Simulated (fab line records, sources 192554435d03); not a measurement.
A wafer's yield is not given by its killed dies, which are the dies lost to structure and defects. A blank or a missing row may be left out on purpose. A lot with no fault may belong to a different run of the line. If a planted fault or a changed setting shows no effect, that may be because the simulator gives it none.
Chamber matching / flow n5 finfet / 4 sister chambers for N5_BEOL_M13_ETCH_59 on rie diel-05
The step etches BARC in N2/H2, target depth 89 nm, overetch 26.7 nm, time 67.9 s. 4 wafers are shown with their chamber, then 7 later ones without.

## WAFERS WITH THEIR CHAMBER
wafer=L087.6; chamber=0; showerhead plenum p Torr (Torr)=2.42
wafer=L091.5; chamber=3; showerhead plenum p Torr (Torr)=2.69
wafer=L092.1; chamber=1; showerhead plenum p Torr (Torr)=2.50
wafer=L092.2; chamber=2; showerhead plenum p Torr (Torr)=2.56

## WAFERS WITH NO CHAMBER GIVEN
wafer=L092.4; showerhead plenum p Torr (Torr)=2.41
wafer=L093.1; showerhead plenum p Torr (Torr)=2.56
wafer=L093.3; showerhead plenum p Torr (Torr)=2.69
wafer=L093.4; showerhead plenum p Torr (Torr)=2.41
wafer=L097.3; showerhead plenum p Torr (Torr)=2.68
wafer=L097.4; showerhead plenum p Torr (Torr)=2.56
wafer=L097.6; showerhead plenum p Torr (Torr)=2.56

## WHICH CHAMBER EACH WENT THROUGH
wafer=L092.4; from the rows above=0; in truth=0
wafer=L093.1; from the rows above=2; in truth=2
wafer=L093.3; from the rows above=3; in truth=3
wafer=L093.4; from the rows above=0; in truth=0
wafer=L097.3; from the rows above=3; in truth=3
wafer=L097.4; from the rows above=2; in truth=2
wafer=L097.6; from the rows above=2; in truth=2
7 of 7 placed correctly. From these rows, 0 cannot be placed. Wrongly placed: 0.
How it was worked out, from the rows above alone: a wafer's distance from a chamber is the root of the sum, over the readings, of the square of ((its reading less the chamber's mean) divided by the reading's scatter). The wafer belongs to the nearest chamber; if the next one is less than 2 further off, it can't be placed. For every chamber, the mean is computed from those of its wafers that are shown. The scatter (one wafer shown for each chamber): square how far every hidden wafer sits from the nearest shown wafer, average those squares and take the square root.
